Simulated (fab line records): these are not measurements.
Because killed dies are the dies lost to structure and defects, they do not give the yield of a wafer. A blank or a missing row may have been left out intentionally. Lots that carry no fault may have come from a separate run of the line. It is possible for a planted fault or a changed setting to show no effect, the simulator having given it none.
Matching of chambers | flow n5Finfet | rieDiel-05 running N5_GATE_CUT_ETCH_19: 4 sister chambers
The step etches SiNx in CH3F/O2, target depth 53.7 nm, time 76.7 s. 8 wafers are shown with their chamber, then 8 later ones without.

== WAFERS PAIRED WITH THEIR CHAMBERS ==
wafer  | chamber | drypumpMotorCurrentA (A) | throttleValvePct (%)
L076.5 | 0       | 6.0                      | 16.30
L078.4 | 0       | 5.9                      | 16.31
L082.1 | 1       | 5.7                      | 16.65
L082.4 | 2       | 6.7                      | 16.32
L084.4 | 3       | 5.2                      | 16.48
L084.5 | 1       | 5.7                      | 16.66
L084.6 | 2       | 6.8                      | 16.33
L088.1 | 3       | 5.2                      | 16.48

== WAFERS MISSING THEIR CHAMBER ==
wafer  | drypumpMotorCurrentA (A) | throttleValvePct (%)
L088.3 | 6.0                      | 15.82
L088.5 | 5.2                      | 16.48
L091.2 | 5.7                      | 16.65
L091.4 | 5.2                      | 16.50
L091.5 | 5.7                      | 16.66
L096.2 | 5.7                      | 16.71
L096.3 | 6.0                      | 15.84
L096.5 | 6.8                      | 16.39

== EACH ONE'S CHAMBER ==
wafer  | from the rows above | in truth
L088.3 | 0                   | 0
L088.5 | 3                   | 3
L091.2 | 1                   | 1
L091.4 | 3                   | 3
L091.5 | 1                   | 1
L096.2 | 1                   | 1
L096.3 | 0                   | 0
L096.5 | 2                   | 2
Placed correctly: 8 of 8. From these rows, 0 cannot be placed. Wrongly placed: 0.
How it was worked out, from the rows above alone: a wafer's distance from a chamber is the root of the sum, over the readings, of the square of ((its reading less the chamber's mean) divided by the reading's scatter). If the next closest chamber is less than 2 further off than the closest, the wafer can't be placed; otherwise it belongs to the closest. A chamber's mean is the mean of its shown wafers. The scatter: the root of (the sum of the squares of (reading less its chamber's mean) over the shown wafers, divided by (wafers less chambers)).
